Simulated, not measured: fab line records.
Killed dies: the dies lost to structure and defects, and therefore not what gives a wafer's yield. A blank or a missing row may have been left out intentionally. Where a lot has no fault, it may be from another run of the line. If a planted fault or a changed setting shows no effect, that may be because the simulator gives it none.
A lot that was struck, set against a sound lot    flow n5_finfet    14 steps out of a route of 1938
Sound: these wafers, L236.1, L236.2, L236.3. Wafers struck: L230.2, L230.4, L230.6. At the end, the cause is stated.
Per side, at each step with rows, come the tool, then ch with its chambers, and then its first start. Under that, the readings that differ: sound wafers    struck wafers    difference of the means    sigmas: that difference in standard deviations of wafers without a fault.
alike: same words and numbers on both sides, and readings whose means sit less than 2 such deviations apart. not compared: any withheld reading, any reading some wafer has no value for, any bound like >300 that may hide the same value, and any number with overlapping values for which the record gives no deviation.
Wherever a step has rows on one side only, a row that says differs or no value, or a row with sigmas, the two part there. Numbers that have no deviation but don't overlap get no sigmas and don't part them. A reading that every wafer of one side lacks parts them only if that side has two wafers or more.

N5_BEOL_M4_ILD_DEP_00: deposits SiOC from DEMS/O2, target thk 79 nm, time 15.3 s.
  sound on pecvd-01 ch 1,2, day 12 19:16; struck on pecvd-04 ch 0,1, day 11 11:16
  alike: heater_power_w, showerhead_plenum_p_Torr, throttle_valve_pct
N5_BEOL_M4_THK_MEAS_01:
  sound on film_metro-02 at day 12 19:21; struck on film_metro-02 at day 11 11:20
  alike: M4_ILD_THK
N5_BEOL_M4_PECVD_72: deposits SiO2 from TEOS/O2, target thk 16 nm, time 18 s.
  sound on pecvd-01 ch 1,2, day 12 19:23; struck on pecvd-01 ch 0,1,2, day 11 11:22
  alike: heater_power_w, showerhead_plenum_p_Torr, throttle_valve_pct
N5_BEOL_M4_HM_DEP_02: deposits TiN, target thk 20 nm.
  sound on pvd_sputter-02 at day 12 21:31; struck on pvd_sputter-02 at day 11 11:25
  alike: throttle_valve_pct
then, 8 steps without rows for these wafers: N5_BEOL_M4_COAT_61 (time 60 s, resist thk 60 nm); N5_BEOL_M4_COAT_62 (time 60 s, resist thk 12 nm); N5_BEOL_M4_COAT_73 (time 60 s, resist thk 5 nm); N5_BEOL_M4_COAT_05 (resist thk 30 nm); N5_BEOL_M4_EBR_07; N5_BEOL_M4_SOFTBAKE_06 (time 60 s); N5_BEOL_M4_EXPOSE_08 (exposes mask M4); N5_BEOL_M4_PEB_09 (peb time 60 s).
N5_BEOL_M4_DEVELOP_10: develop time 30 s.
  struck on litho_track-02, day 11 11:46; sound on litho_track-02 ch 0, day 12 21:59
  no value came back on the struck wafers for chill_plate_temp_C (C), develop_time_s (s), developer_temp_C (C), exhaust_pa (Pa); on the sound wafers chill_plate_temp_C (C) reads 22.94 22.96 23.02
reading                                       sound           struck    difference  sigmas
model.CAR-EUV_of_BEOL_M4_COAT_05.thk_nm (nm)  29.6 29.6 29.6  30 30 30  +0          
N5_BEOL_M4_CD_MEAS_11: target cd 16.79 nm.
  sound on cd_sem-03 ch 0, day 12 22:02; struck on cd_sem-01 ch 0, day 11 11:50
reading     sound              struck  difference                     sigmas
cd_nm (nm)  16.70 16.25 16.80  - - -   no value on the struck wafers  

## WHERE THEY PART
First at N5_BEOL_M4_DEVELOP_10; last, within this record, at N5_BEOL_M4_CD_MEAS_11.

WHY: what had been put in by the simulator
Skipped step whole: litho_track-02, from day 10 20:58 on, at N5_BEOL_M4_DEVELOP_10. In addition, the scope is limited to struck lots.
